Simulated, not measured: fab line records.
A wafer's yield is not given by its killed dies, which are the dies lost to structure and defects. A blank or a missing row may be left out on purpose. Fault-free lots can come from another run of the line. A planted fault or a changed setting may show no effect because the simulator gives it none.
Chamber matching | flow n5-finfet | N5_BEOL_M10_DEP_56 on pecvd-01: 3 sister chambers
The step deposits SiCN from 3MS/NH3, target thk 15 nm, time 26.5 s. 3 wafers are shown with their chamber, then 7 later ones without.

## WAFERS, EACH WITH ITS CHAMBER
wafer  | chamber | throttle-valve-pct (%)
L084.5 | 1       | 10.5
L085.1 | 2       | 9.0
L085.3 | 0       | 9.0

## WAFERS MISSING THEIR CHAMBER
wafer  | throttle-valve-pct (%)
L085.5 | 9.0
L086.1 | 9.0
L086.4 | 10.7
L086.5 | 8.8
L095.1 | 8.9
L095.3 | 10.1
L095.5 | 9.1

## WHICH CHAMBER EACH WENT THROUGH
wafer  | from the rows above     | in truth
L085.5 | can't be placed: 0 or 2 | 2
L086.1 | can't be placed: 0 or 2 | 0
L086.4 | 1                       | 1
L086.5 | can't be placed: 0 or 2 | 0
L095.1 | can't be placed: 0 or 2 | 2
L095.3 | 1                       | 1
L095.5 | can't be placed: 0 or 2 | 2
2 of 7 placed correctly. From these rows, 5 cannot be placed; in 5 the true chamber is one of the candidates. 0 placed wrongly.
How it was worked out, from the rows above alone: a wafer's distance from a chamber is the root of the sum, over the readings, of the square of ((its reading less the chamber's mean) divided by the reading's scatter). The wafer belongs to the nearest chamber; if the next one is less than 2 further off, it can't be placed. A chamber's mean is the mean of its shown wafers. The scatter (one wafer shown for each chamber): square how far every hidden wafer sits from the nearest shown wafer, average those squares and take the square root.
